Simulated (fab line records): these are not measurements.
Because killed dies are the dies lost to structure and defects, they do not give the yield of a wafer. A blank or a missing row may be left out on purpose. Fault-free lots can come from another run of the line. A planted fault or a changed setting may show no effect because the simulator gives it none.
Matching of chambers -- flow nand harc -- NHARC_P_M0_CMP_23 on cmp-02: 4 sister chambers
The step polishes, t overpolish 20 s, target thk 117.54 nm. 4 wafers are shown with their chamber, then 10 later ones without.

## WAFERS, EACH WITH ITS CHAMBER
wafer,chamber,time to endpoint s (s)
L084.3,3,31
L084.5,2,32
L086.1,0,23
L086.2,1,36

## WAFERS WITH NO CHAMBER GIVEN
wafer,time to endpoint s (s)
L086.5,25
L094.1,38
L094.2,30
L094.5,30
L095.2,37
L095.3,28
L095.4,32
L096.2,32
L096.3,25
L096.5,26

## CHAMBER TAKEN BY EACH
wafer,from the rows above,in truth
L086.5,0,0
L094.1,1,1
L094.2,can't be placed: 3 or 2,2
L094.5,can't be placed: 3 or 2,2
L095.2,1,1
L095.3,can't be placed: 3 or 2 or 0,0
L095.4,can't be placed: 2 or 3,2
L096.2,can't be placed: 2 or 3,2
L096.3,0,0
L096.5,can't be placed: 0 or 3 or 2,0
Correct placement for 4 of the 10. Unplaceable from these rows: 6, with the true chamber sitting among the candidates in 6. Placed wrongly: 0.
How it was worked out, from the rows above alone: a wafer's distance from a chamber is the root of the sum, over the readings, of the square of ((its reading less the chamber's mean) divided by the reading's scatter). The wafer belongs to the nearest chamber; if the next one is less than 2 further off, it can't be placed. A chamber's mean is the mean of its shown wafers. The scatter: with one shown wafer a chamber, the root of the mean of the squares of how far each hidden wafer lies from its nearest shown one.
